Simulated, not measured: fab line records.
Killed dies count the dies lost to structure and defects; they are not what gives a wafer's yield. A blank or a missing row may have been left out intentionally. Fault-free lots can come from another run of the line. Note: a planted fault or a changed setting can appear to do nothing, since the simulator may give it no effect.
Chamber matching    flow n5-finfet    rie-diel-02 running N5_BEOL_M15_ETCH_61: 4 sister chambers
The step etches BARC in N2/H2, target depth 89 nm, overetch 26.7 nm, time 67.9 s. 14 wafers are shown with their chamber, then 7 later ones without.

EACH WAFER AND ITS CHAMBER
wafer   chamber  drypump-motor-current-A (A)  throttle-valve-pct (%)  showerhead-plenum-p-Torr (Torr)
L827.3  0        6.11                         18.16                   2.53
L827.5  1        5.91                         18.21                   2.50
L827.6  0        6.10                         18.14                   2.53
L829.2  1        5.92                         18.21                   2.49
L829.4  2        5.32                         17.82                   2.44
L829.5  1        5.90                         18.21                   2.49
L832.2  3        5.61                         17.66                   2.59
L832.3  0        6.09                         18.17                   2.52
L832.6  1        5.89                         18.21                   2.49
L833.2  2        5.32                         17.83                   2.44
L833.3  0        6.11                         18.19                   2.52
L833.5  0        6.11                         18.17                   2.52
L836.1  3        5.59                         17.69                   2.59
L836.3  2        5.31                         17.84                   2.43

SIGNATURES, as means of the wafers listed above
reading                   chamber 0  chamber 1  chamber 2  chamber 3  scatter within a chamber
drypump-motor-current-A   6.1040     5.9050     5.3167     5.6000     0.0104
throttle-valve-pct        18.1660    18.2100    17.8300    17.6750    0.014
showerhead-plenum-p-Torr  2.5240     2.4925     2.4367     2.5900     0.00512
Rule: a wafer's distance from a chamber is the root of the sum, over the readings, of the square of ((its reading less the chamber's mean) divided by the reading's scatter). The wafer belongs to the nearest chamber; if the next one is less than 2 further off, it can't be placed. How the scatter is found: for the shown wafers, subtract from each reading the mean of its chamber, square and add these, divide the total by (wafers less chambers), then take the root.

WAFERS WITH NO CHAMBER GIVEN
wafer   drypump-motor-current-A (A)  throttle-valve-pct (%)  showerhead-plenum-p-Torr (Torr)
L836.4  6.11                         18.21                   2.52
L839.2  6.09                         18.20                   2.51
L839.4  5.61                         17.72                   2.58
L839.5  5.91                         17.79                   2.49
L842.1  5.60                         17.71                   2.58
L842.3  6.08                         18.21                   2.51
L842.4  5.88                         17.79                   2.49

CHAMBER TAKEN BY EACH
wafer   from the rows above  in truth
L836.4  0                    0
L839.2  0                    0
L839.4  3                    3
L839.5  1                    1
L842.1  3                    3
L842.3  0                    0
L842.4  1                    1
Placed correctly: 7 of 7. From these rows, 0 cannot be placed. Placed wrongly: 0.
